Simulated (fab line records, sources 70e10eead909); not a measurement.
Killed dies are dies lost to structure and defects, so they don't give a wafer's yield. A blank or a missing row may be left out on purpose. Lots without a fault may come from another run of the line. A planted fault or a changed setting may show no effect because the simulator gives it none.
Which tool did it? | flow nand_harc | 6 lots, 18 wafers sampled, at 1 step of a route of 1302

WHAT THE GAUGES READ, wafer by wafer
NHARC_A_CONTACT_CD_MEAS_42: target cd 300 nm.
lot  | measured     | on        | cd_nm (nm)
L950 | day 22 13:41 | cd_sem-01 | 300.0 300.6 300.1
L952 | day 23 22:44 | cd_sem-03 | 299.5 299.6 300.0
L959 | day 27 05:23 | cd_sem-03 | 299.8 300.4 299.7
L963 | day 27 19:17 | cd_sem-01 | 300.4 300.6 300.8
L967 | day 30 02:19 | cd_sem-01 | 300.6 300.1 300.5
L968 | day 31 13:39 | cd_sem-01 | 300.2 300.1 300.5

WHICH TOOL RAN EACH LOT (tool, then ch and the chambers of the sampled wafers, then the start)
The record holds no process step before these readings.

THE ANSWER, worked out from the rows above alone
Rule: what is usual is taken from the lots themselves. Put in order of their means at a reading, lots are off if they are a third of the lots or fewer, leave a main group of 4 or more, and stand apart from it by a gap of 3 or more times the standard deviation of the main group's means; of several such gaps the widest counts. A main group whose means are all the same, to the digits that the tables above print for the reading, isn't used. A lot without any number at a reading at which 4 lots or more have one is off too. The other lots that the step has rows for count as sound.
No lot is off at any reading shown: from this, nothing can be told.

WHAT THE SIMULATOR HAD PUT IN
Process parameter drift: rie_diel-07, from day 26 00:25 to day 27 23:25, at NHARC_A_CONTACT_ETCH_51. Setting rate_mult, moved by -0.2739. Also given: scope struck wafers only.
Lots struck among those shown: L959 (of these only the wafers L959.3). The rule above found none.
